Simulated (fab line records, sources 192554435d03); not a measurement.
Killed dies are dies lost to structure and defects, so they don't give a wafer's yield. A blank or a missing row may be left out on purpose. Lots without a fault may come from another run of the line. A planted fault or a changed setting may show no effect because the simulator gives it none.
One fault seen from 2 desks | flow n5_finfet | each desk has only its own numbers; what lay behind them comes last

THE METROLOGY DESK
What the gauges read, lot by lot, whatever tool the lot ran on: means of the sampled wafers that have a number. A lot is out of limits, marked OUT, if its mean lies more than 4 standard deviations from the usual mean; the brackets give that distance. Of its 12 readings 7 are shown: the one that was out of limits first, and those that lie furthest out on some lot.
Columns: A = NDIPOLE_OVL at N5_HKMG_FIN_OVL_MEAS_50, usual -0.1 nm; B = DIBL_N at N5_BEOL_M4_RC_MEAS_101, usual 36.2 mV/V; C = IOFF_P at N5_BEOL_M4_RC_MEAS_101, usual 0.22 nA/um; D = ION_P at N5_BEOL_M4_RC_MEAS_101, usual 465 uA/um; E = SS_N at N5_BEOL_M4_RC_MEAS_101, usual 71.5 mV/dec; F = VT_N at N5_BEOL_M4_RC_MEAS_101, usual 250 mV; G = VT_P at N5_BEOL_M4_RC_MEAS_101, usual -249 mV
lot  | first seen here | A              | B    | C    | D   | E    | F   | G
L193 | day 5 08:44     | 0.4            | 36.7 | 0.21 | 465 | 71.7 | 251 | -250
L194 | day 5 11:31     | -0.7           | 36.1 | 0.23 | 467 | 71.6 | 250 | -248
L204 | day 7 21:44     | 12.3 (+16) OUT | 36.4 | 0.22 | 469 | 71.7 | 251 | -247
L206 | day 8 09:55     | 11.5 (+15) OUT | 36.4 | 0.20 | 466 | 71.7 | 250 | -252
L210 | day 9 12:42     | -0.3           | 36.0 | 0.19 | 460 | 71.4 | 250 | -251
L211 | day 9 17:02     | -0.4           | 33.8 | 0.16 | 455 | 70.7 | 256 | -255
This desk's finding: out of limits on L204, L206; first on L204, day 7 21:46 (NDIPOLE_OVL at N5_HKMG_FIN_OVL_MEAS_50). In limits: L193, L194, L210, L211.

THE DEFECT DESK
What the inspections along the route counted, lot by lot: means of the sampled wafers that have a number. A lot is out of limits, marked OUT, if its mean lies more than 4 standard deviations from the usual mean; the brackets give that distance.
Columns: A = raw_defect_count at N5_HKMG_FIN_INSPECT_61, usual 2.0
lot  | first seen here | A
L193 | day 5 08:47     | 1.3
L194 | day 5 11:34     | 2.7
L204 | day 7 21:47     | 1.0
L206 | day 8 09:58     | 2.3
L210 | day 9 12:45     | 1.7
L211 | day 9 17:06     | 1.7
This desk's finding: nothing out of limits on any of the 6 lots.

PUT TOGETHER
The metrology desk could have raised an alarm at day 7 21:46, on L204, L206.
The defect desk saw nothing out of limits.
The defect desk has L204, L206 on record, within its limits.
Of the lots named, all ran N5_HKMG_FIN_EXPOSE_46 on arfi_scanner-03.

WHAT THE SIMULATOR HAD PUT IN
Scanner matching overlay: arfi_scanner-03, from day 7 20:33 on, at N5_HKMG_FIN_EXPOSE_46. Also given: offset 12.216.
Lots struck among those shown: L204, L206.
Hours from the fault's start to each desk's first reading out of limits: the metrology desk, 1.
